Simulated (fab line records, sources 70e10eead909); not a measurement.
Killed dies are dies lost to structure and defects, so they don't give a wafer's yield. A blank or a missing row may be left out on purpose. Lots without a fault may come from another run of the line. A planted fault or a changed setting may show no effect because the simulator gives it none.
A struck lot beside a sound one | flow nand_harc | 40 steps out of a route of 1302
Sound: wafers L757.2, L757.3, L757.4. Struck: wafers L749.1, L749.3, L749.6. The cause comes at the end.
At each step with rows: each side's tool, then ch and its chambers, then its first start. Under that, the readings that differ: sound wafers | struck wafers | difference of the means | sigmas: that difference in standard deviations of wafers without a fault.
alike: readings whose means differ by less than 2 such deviations, and words and numbers that are the same on both sides. not compared: withheld readings, readings that some wafer has no value for, bounds like >300 that may hide the same value, and numbers for which the record gives no deviation and whose values overlap.
The two part at a step that has a row with sigmas, a row that says differs or no value, or rows on one side only. Numbers that don't overlap but have no deviation are shown without sigmas and don't part them. A reading that every wafer of one side lacks parts them only if that side has two wafers or more.

first, 7 steps without rows for these wafers: NHARC_A_STAIRCASE_EBR_246; NHARC_A_STAIRCASE_EXPOSE_247 (exposes mask SDS 1); NHARC_A_STAIRCASE_PEB_248 (peb time 130 s); NHARC_A_STAIRCASE_DEVELOP_249 (time 140 s); NHARC_A_STAIRCASE_HARDBAKE_251 (time 140 s); NHARC_A_STAIRCASE_DESCUM_252 (chemistry O2, time 3 s); NHARC_A_STAIRCASE_ETCH_253 (etches the open film in C4F8/O2, target depth 50 nm, time 20.2 s).
NHARC_A_STAIRCASE_STRIP_254: strips in O2.
  sound on plasma_asher-02 ch 0,1, day 24 19:45; struck on plasma_asher-01 ch 0,1, day 20 21:23
  alike: drypump_motor_current_A, heater_power_w, rf_refl_power_W
  not compared: rf_hours_counter_h
then, 3 steps without rows for these wafers: NHARC_A_STAIRCASE_STRIP_255 (strips in SPM, time 900 s); NHARC_A_STAIRCASE_PRECLEAN_256 (cleans in SC1); NHARC_A_STAIRCASE_SRD_257.
NHARC_A_STAIRCASE_HM_DEP_456: deposits aC, target thk 3100 nm.
  sound on acl_dep-01 ch 0, day 24 21:05; struck on acl_dep-02 ch 0, day 20 23:29
  alike: throttle_valve_pct
NHARC_A_STAIRCASE_DEP_259: deposits SiON, target thk 30 nm.
  sound on pecvd-02 ch 1,2, day 24 22:40; struck on pecvd-02 ch 0,1,2, day 21 01:23
  alike: heater_power_w
then, 9 steps without rows for these wafers: NHARC_A_STAIRCASE_DEHYDRATE_260 (time 120 s); NHARC_A_STAIRCASE_HMDS_261 (time 30 s); NHARC_A_STAIRCASE_COAT_262; NHARC_A_STAIRCASE_SOFTBAKE_263 (time 170 s); NHARC_A_STAIRCASE_EBR_264; NHARC_A_STAIRCASE_EXPOSE_265 (exposes mask CHOP 200); NHARC_A_STAIRCASE_PEB_266 (peb time 130 s); NHARC_A_STAIRCASE_DEVELOP_267 (time 140 s); NHARC_A_STAIRCASE_HARDBAKE_269 (time 140 s).
NHARC_A_STAIRCASE_DESCUM_270: chemistry O2, time 3 s.
  sound on rie_diel-01 ch 0,2,3, day 24 23:38; struck on rie_diel-05 ch 0,1, day 21 02:20
  reading               | sound             | struck            | difference | sigmas
  oes_product_au (a.u.) | 0.999 1.001 0.992 | 1.008 1.020 1.014 | +0.017     | +2
  alike: drypump_motor_current_A, rf_vpp_V, showerhead_plenum_p_Torr, throttle_valve_pct
  not compared: rf_hours_counter_h
then, 1 step without rows for these wafers: NHARC_A_STAIRCASE_ETCH_271 (etches the open film in CF4/CHF3).
NHARC_A_STAIRCASE_HM_OPEN_457: chemistry O2/COS.
  sound on rie_diel-01 ch 0,2,3; struck on rie_diel-05 ch 1,2
  alike: drypump_motor_current_A, oes_product_au, rf_vpp_V, showerhead_plenum_p_Torr, throttle_valve_pct
  not compared: rf_hours_counter_h
then, 2 steps without rows for these wafers: NHARC_A_STAIRCASE_STRIP_458 (strips in O2/COS); NHARC_A_STAIRCASE_ETCH_451 (etches the open film in CF4/O2, target depth 30 nm, overetch 3 nm, time 16.5 s).
NHARC_A_STAIRCASE_ETCH_273: etches the open film in C4F8/O2/Ar, target depth 10200 nm, time 2468.6 s.
  sound on rie_diel-01 ch 0,2,3; struck on rie_diel-05 ch 1,2
  alike: oes_product_au, rf_vpp_V
  not compared: rf_hours_counter_h
then, 11 steps without rows for these wafers: NHARC_A_STAIRCASE_STRIP_274 (strips in O2); NHARC_A_STAIRCASE_STRIP_275 (strips in SPM, time 900 s); NHARC_A_STAIRCASE_PRECLEAN_276 (cleans in SC1); NHARC_A_STAIRCASE_SRD_277; NHARC_A_STAIRCASE_HM_DEP_459 (deposits aC, target thk 1500 nm); NHARC_A_STAIRCASE_DEP_280 (deposits SiON, target thk 30 nm); NHARC_A_STAIRCASE_DEHYDRATE_281 (time 120 s); NHARC_A_STAIRCASE_HMDS_282 (time 30 s); NHARC_A_STAIRCASE_COAT_283; NHARC_A_STAIRCASE_SOFTBAKE_284 (time 170 s); NHARC_A_STAIRCASE_EBR_285.
-- the record jumps here: 8 days lie between the struck wafers' starts before and after (it left off in module A_STAIRCASE and takes up again in module END, whose first step shown is number 1302 of the route) --
NHARC_END_SORT_01:
  the record has rows for the struck wafers here (prober-02 ch 0, day 29 03:20) and none for the sound ones

WHERE THEY PART
First at NHARC_A_STAIRCASE_DESCUM_270; last, within this record, at NHARC_END_SORT_01.

WHY: what the simulator had put in
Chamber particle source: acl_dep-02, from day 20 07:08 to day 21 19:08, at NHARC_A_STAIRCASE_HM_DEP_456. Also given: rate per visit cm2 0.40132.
